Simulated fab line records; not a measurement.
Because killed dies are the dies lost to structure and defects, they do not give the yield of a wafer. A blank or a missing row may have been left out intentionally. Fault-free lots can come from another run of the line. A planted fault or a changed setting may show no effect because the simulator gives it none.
A struck lot beside a sound one | flow n5 finfet | 38 out of 1938 route steps
Sound: these wafers, L614.1, L614.4, L614.5. Struck: wafer L617.3 (left out: L617.6, a lot-mate that was not struck); the cause follows at the end.
For every step that has rows: the tool of each side, followed by ch and its chambers, followed by its first start. Under that, the readings that differ: sound wafers | struck wafers | difference of the means | sigmas: that difference in standard deviations of wafers without a fault.
alike: readings with means less than 2 such deviations apart, plus words and numbers identical on both sides. not compared: withheld readings, readings lacking a value on some wafer, bounds such as >300 that could conceal the same value, and numbers that have no deviation in the record and whose values overlap.
A row with sigmas, a row that says differs or no value, or rows on one side alone: a step with any of these is where the two part. When numbers do not overlap yet have no deviation, they are printed without sigmas and do not part them. A reading that every wafer of one side lacks parts them only if that side has two wafers or more.

first, 12 steps without rows for these wafers: N5_BEOL_M0_ALD_136 (deposits TaN, pulse time 2 s, purge time 3 s, co reactant purge time 2 s); N5_BEOL_M0_SURFACE_TREAT_137; N5_BEOL_M0_CVD_115 (deposits Co from CCTBA/H2, time 120 s); N5_BEOL_M0_SPUTTER_116 (material Cu, target thk 4 nm, time 7.37 s); N5_BEOL_M0_ANNEAL_117 (time 60 s); N5_BEOL_M0_SPUTTER_132 (material Cu, target thk 4 nm, time 7.37 s); N5_BEOL_M0_ANNEAL_133 (time 60 s); N5_BEOL_M0_SPUTTER_134 (material Cu, target thk 4 nm, time 7.37 s); N5_BEOL_M0_ANNEAL_135 (time 60 s); N5_BEOL_M0_SPUTTER_141 (material Cu, target thk 4 nm, time 7.37 s); N5_BEOL_M0_ECD_118 (material Cu, target thk 300 nm); N5_BEOL_M0_ANNEAL_119 (time 90 s).
N5_BEOL_M0_CMP_120: polishes, stops on SiOC, t overpolish 6.9 s.
  sound on cmp-02 ch 0,1,3, day 7 17:08; struck on cmp-02 ch 0, day 8 11:31
  reading                                           | sound          | struck | difference | sigmas
  barrier field endpoint s (s)                      | 3.44 3.84 3.55 | 7.65   | +4.04      | +25
  time to endpoint s (s)                            | 61 61 54       | 81     | +22        | +7
  model.SiOC_of_BEOL_M0_SAQP_ILD_DEP_01.thk nm (nm) | 37.8 38.4 40.4 | 41     | +2         |
  alike: clearing platen down force psi, motor current A, overpolish run s, platen rpm, slurry filter dp kPa
then, 4 steps without rows for these wafers: N5_BEOL_M0_PRE_CLEAN_131 (time 15 s); N5_BEOL_M0_CO_CAP_123 (material Co, precursor CCTBA/H2, target thk 2 nm, time 102.1 s); N5_BEOL_M0_PRE_CLEAN_124 (time 15 s); N5_BEOL_M0_DEP_125 (deposits SiCN from 3MS/NH3, target thk 8 nm, time 14 s).
N5_BEOL_M0_INSPECT_127: inspects for defects (darkfield).
  sound on defect inspect-02 at day 7 17:53; struck on defect inspect-01 at day 8 12:20
  reading          | sound    | struck | difference | sigmas
  raw defect count | 28 29 51 | 3564   | +3528      | +99 or more
then, 18 steps without rows for these wafers: N5_BEOL_M1_ILD_DEP_00 (deposits SiOC from DEMS/O2, target thk 79 nm, time 15.3 s); N5_BEOL_M1_PECVD_72 (deposits SiO2 from TEOS/O2, target thk 16 nm, time 18 s); N5_BEOL_M1_HM_DEP_02 (deposits TiN, target thk 20 nm); N5_BEOL_M1_COAT_61 (time 60 s, resist thk 60 nm); N5_BEOL_M1_COAT_62 (time 60 s, resist thk 12 nm); N5_BEOL_M1_COAT_73 (time 60 s, resist thk 5 nm); N5_BEOL_M1_COAT_05 (resist thk 30 nm); N5_BEOL_M1_EBR_07; N5_BEOL_M1_SOFTBAKE_06 (time 60 s); N5_BEOL_M1_EXPOSE_08 (exposes mask M1); N5_BEOL_M1_PEB_09 (peb time 60 s); N5_BEOL_M1_DEVELOP_10 (develop time 30 s); N5_BEOL_M1_DESCUM_16 (chemistry O2, time 7 s); N5_BEOL_M1_ETCH_74 (etches underlayer in N2/H2, target depth 6.5 nm, time 5.2 s); N5_BEOL_M1_ETCH_63 (etches SiARC in CF4, target depth 15.6 nm, time 26 s); N5_BEOL_M1_ETCH_64 (etches SOC in N2/H2, target depth 75 nm, overetch 15 nm, time 112.5 s); N5_BEOL_M1_STRIP_65 (strips in N2/H2); N5_BEOL_M1_STRIP_75 (strips in N2/H2).
N5_BEOL_M4_RC_MEAS_101:
  the record has rows for the sound wafers here (prober-02 ch 0, day 9 10:47) and none for the struck ones
-- here the record skips 6 days between the struck wafers' starts before and after, leaving off in module BEOL_M4 and picking up in module PASSIVATION (first step shown: number 1936 of the route) --
N5_PASSIVATION_PROBE_49:
  sound on prober-01 at day 13 17:42; struck on prober-01 at day 14 12:40
  reading                  | sound          | struck | difference | sigmas
  defect limited yield (%) | 89.2 93.4 89.7 | 0      | -91        | -57
  killed_at_M0_to_M3       | 26 13 21       | 1106   | +1086      | +99
  killed dies              | 128 78 122     | 1180   | +1071      | +56
  killed on rim            | 19 12 15       | 152    | +137       | +35
  sort n pass              | 1052 1101 1058 | 0      | -1070      | -54
  sort yield pct (%)       | 89.2 93.3 89.7 | 0      | -91        | -53
  alike: killed_at_M4_up, killed at contacts, killed at front end, killed at other, killed open, killed short, sort_bin_4_leakage, sort_bin_5_function, sort_bin_6_memory

WHERE THEY PART
Last at N5_PASSIVATION_PROBE_49 as far as this record goes, first at N5_BEOL_M0_CMP_120.

WHY: the cause the simulator had injected
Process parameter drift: cmp-02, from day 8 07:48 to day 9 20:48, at N5_BEOL_M0_CMP_120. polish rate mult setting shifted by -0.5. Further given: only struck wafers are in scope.
